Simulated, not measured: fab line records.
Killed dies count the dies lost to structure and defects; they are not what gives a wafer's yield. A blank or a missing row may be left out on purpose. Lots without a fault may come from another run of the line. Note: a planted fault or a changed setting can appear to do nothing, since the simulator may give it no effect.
Matching of chambers    flow n5-finfet    rie-diel-06 running N5_BEOL_M0_TRENCH_ETCH_107: 4 sister chambers
The step etches SiOC in C4F6/O2, target depth 32.8 nm, time 16.4 s. 16 wafers are shown with their chamber, then 8 later ones without.

== EACH WAFER AND ITS CHAMBER ==
wafer   chamber  drypump-motor-current-A (A)  rf-vpp-V (V)  showerhead-plenum-p-Torr (Torr)
L076.1  1        6.5                          680           2.93
L076.2  2        5.3                          645           2.82
L076.6  3        5.3                          670           2.94
L079.3  1        6.5                          681           2.93
L079.4  2        5.4                          645           2.82
L079.6  3        5.3                          668           2.94
L081.2  1        6.5                          680           2.93
L081.3  2        5.3                          644           2.82
L081.5  3        5.3                          670           2.94
L083.1  0        5.7                          634           2.99
L083.2  1        6.5                          680           2.93
L083.3  2        5.3                          643           2.82
L086.4  1        6.5                          681           2.92
L086.5  2        5.4                          645           2.82
L086.6  1        6.5                          680           2.92
L092.1  3        5.3                          670           2.93

SIGNATURES, as means of the wafers listed above
reading                   chamber 0  chamber 1  chamber 2  chamber 3  scatter within a chamber
drypump-motor-current-A   5.700      6.500      5.340      5.300      0.0316
rf-vpp-V                  634.00     680.33     644.40     669.50     0.792
showerhead-plenum-p-Torr  2.9900     2.9267     2.8200     2.9375     0.00417
Rule: for a wafer and a chamber, the distance is found by dividing, reading by reading, the gap between the wafer's reading and the chamber's mean by the reading's scatter, squaring, summing and taking the root. If the next closest chamber is less than 2 further off than the closest, the wafer can't be placed; otherwise it belongs to the closest. The scatter: take each reading less its chamber's mean, square it, sum over the shown wafers, divide by the number of wafers less the number of chambers, and take the root.

== WAFERS WHOSE CHAMBER IS MISSING ==
wafer   drypump-motor-current-A (A)  rf-vpp-V (V)  showerhead-plenum-p-Torr (Torr)
L092.4  5.4                          644           2.81
L092.5  5.4                          644           2.81
L091.1  5.3                          668           2.93
L091.3  5.4                          644           2.81
L091.4  5.3                          668           2.93
L093.1  5.4                          643           2.81
L093.4  5.3                          669           2.92
L093.5  5.7                          633           2.98

== WHICH CHAMBER EACH ONE RAN IN ==
wafer   from the rows above  in truth
L092.4  2                    2
L092.5  2                    2
L091.1  3                    3
L091.3  2                    2
L091.4  3                    3
L093.1  2                    2
L093.4  3                    3
L093.5  0                    0
Placed correctly: 8 of 8. From these rows, 0 cannot be placed. 0 placed wrongly.
